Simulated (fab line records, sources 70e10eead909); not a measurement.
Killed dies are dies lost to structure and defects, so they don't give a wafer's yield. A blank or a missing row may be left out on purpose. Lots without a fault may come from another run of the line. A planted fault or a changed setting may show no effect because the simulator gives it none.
A struck lot beside a sound one | flow nand_harc | 16 steps out of a route of 1159
Sound: wafers L847.2, L847.3, L847.4. Struck: wafer L851.2. (L851.1, L851.4 of the same lot were not struck and are left out.) The cause comes at the end.
At each step with rows: each side's tool, then ch and its chambers, then its first start. Under that, the readings that differ: sound wafers | struck wafers | difference of the means | sigmas: that difference in standard deviations of wafers without a fault.
alike: readings whose means differ by less than 2 such deviations, and words and numbers that are the same on both sides. not compared: withheld readings, readings that some wafer has no value for, bounds like >300 that may hide the same value, and numbers for which the record gives no deviation and whose values overlap.
The two part at a step that has a row with sigmas, a row that says differs or no value, or rows on one side only. Numbers that don't overlap but have no deviation are shown without sigmas and don't part them. A reading that every wafer of one side lacks parts them only if that side has two wafers or more.

NHARC_P_M1_ETCH_35: etches the open film in N2/H2, target depth 40 nm, overetch 12 nm, time 43.94 s.
  sound on rie_diel-09 ch 0,1,2, day 8 05:16; struck on rie_diel-08 ch 3, day 9 05:12
  alike: drypump_motor_current_A, oes_product_au, rf_vpp_V, showerhead_plenum_p_Torr, throttle_valve_pct
  not compared: rf_hours_counter_h
then, 1 step without rows for these wafers: NHARC_P_M1_ETCH_15 (etches the open film in C4F8/Ar, target depth 182.5 nm, time 91.2 s).
NHARC_P_M1_CD_MEAS_16:
  sound on cd_sem-02, day 8 05:29; struck on cd_sem-01, day 9 05:25
  reading    | sound             | struck | difference | sigmas
  cd_nm (nm) | 130.0 131.0 130.1 | 128.6  | -1.8       | -2
then, 1 step without rows for these wafers: NHARC_P_M1_STRIP_18 (strips in N2/H2).
NHARC_P_M1_ETCH_28: etches the open film in CF4/N2, target depth 30 nm, time 72.99 s.
  sound on rie_diel-13 ch 1,2,3; struck on rie_diel-09 ch 1
  reading                     | sound             | struck | difference | sigmas
  drypump_motor_current_A (A) | 5.9 6.7 5.9       | 5.2    | -1.0       | -2
  rf_hours_counter_h (h)      | 2 2 2             | 7      | +5         |
  rf_vpp_V (V)                | 314.9 314.5 312.4 | 318.6  | +4.7       | +2
  alike: oes_product_au, showerhead_plenum_p_Torr, throttle_valve_pct
then, 1 step without rows for these wafers: NHARC_P_M1_STRIP_19 (strips in post etch residue remover, time 600 s).
NHARC_P_M1_DEGAS_29: time 60 s.
  sound on pvd_sputter-01, day 8 06:12; struck on pvd_sputter-02, day 9 06:11
  alike: heater_power_w
NHARC_P_M1_PRE_CLEAN_30: time 30 s.
  sound on pvd_sputter-01; struck on pvd_sputter-02
  alike: heater_power_w
then, 1 step without rows for these wafers: NHARC_P_M1_PVD_20 (deposits TaN, target thk 5 nm, time 8.06 s).
NHARC_P_M1_PVD_21: deposits Cu, target thk 30 nm, time 20.49 s.
  sound on pvd_sputter-01; struck on pvd_sputter-02
  alike: throttle_valve_pct
then, 2 steps without rows for these wafers: NHARC_P_M1_ECD_22 (material Cu, target thk 400 nm); NHARC_P_M1_ANNEAL_31 (time 90 s).
NHARC_P_M1_CMP_23: polishes, t overpolish 20 s, target thk 157.82 nm.
  sound on cmp-01 ch 0,1,2, day 8 07:17; struck on cmp-01 ch 1, day 9 07:26
  reading                | sound          | struck | difference | sigmas
  time_to_endpoint_s (s) | 28.5 24.1 26.6 | 13.0   | -13.4      | -5
  alike: motor_current_A
NHARC_P_M1_THK_MEAS_24: measures by xrf.
  sound on film_metro-01, day 8 07:36; struck on film_metro-02, day 9 07:44
  reading     | sound             | struck | difference | sigmas
  thk_nm (nm) | 161.1 158.7 158.1 | 151.4  | -7.9       | -5
then, 2 steps without rows for these wafers: NHARC_P_M1_SRD_25; NHARC_END_SORT_01.

WHERE THEY PART
First at NHARC_P_M1_CD_MEAS_16; last, within this record, at NHARC_P_M1_THK_MEAS_24.

WHY: what the simulator had put in
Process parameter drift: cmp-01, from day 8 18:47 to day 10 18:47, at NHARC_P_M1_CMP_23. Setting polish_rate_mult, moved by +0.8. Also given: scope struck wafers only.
